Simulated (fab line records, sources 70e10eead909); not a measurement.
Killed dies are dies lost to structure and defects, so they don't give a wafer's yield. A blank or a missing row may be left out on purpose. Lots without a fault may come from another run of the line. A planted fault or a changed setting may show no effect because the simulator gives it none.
Chamber matching | flow nand_harc | NHARC_A_CONTACT_DESCUM_74 on rie_diel-11: 4 sister chambers
The step chemistry O2, time 3 s. 4 wafers are shown with their chamber, then 8 later ones without.

WAFERS WITH THEIR CHAMBER
wafer  | chamber | showerhead_plenum_p_Torr (Torr)
L079.5 | 0       | 1.96
L090.3 | 1       | 2.06
L090.4 | 2       | 1.97
L091.2 | 3       | 2.06

WAFERS WITHOUT THEIR CHAMBER
wafer  | showerhead_plenum_p_Torr (Torr)
L091.3 | 2.06
L091.5 | 1.95
L093.1 | 1.95
L093.3 | 2.06
L093.5 | 2.06
L095.2 | 1.96
L095.4 | 2.06
L095.5 | 2.06

WHICH CHAMBER EACH WENT THROUGH
wafer  | from the rows above     | in truth
L091.3 | can't be placed: 1 or 3 | 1
L091.5 | 0                       | 0
L093.1 | 0                       | 0
L093.3 | can't be placed: 1 or 3 | 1
L093.5 | can't be placed: 1 or 3 | 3
L095.2 | 0                       | 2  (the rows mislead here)
L095.4 | can't be placed: 1 or 3 | 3
L095.5 | can't be placed: 1 or 3 | 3
Placed correctly: 2 of 8. Can't be placed from these rows: 5 (the true chamber is among the candidates in 5). Placed wrongly: 1.
How it was worked out, from the rows above alone: a wafer's distance from a chamber is the root of the sum, over the readings, of the square of ((its reading less the chamber's mean) divided by the reading's scatter). The wafer belongs to the nearest chamber; if the next one is less than 2 further off, it can't be placed. A chamber's mean is the mean of its shown wafers. The scatter: with one shown wafer a chamber, the root of the mean of the squares of how far each hidden wafer lies from its nearest shown one.
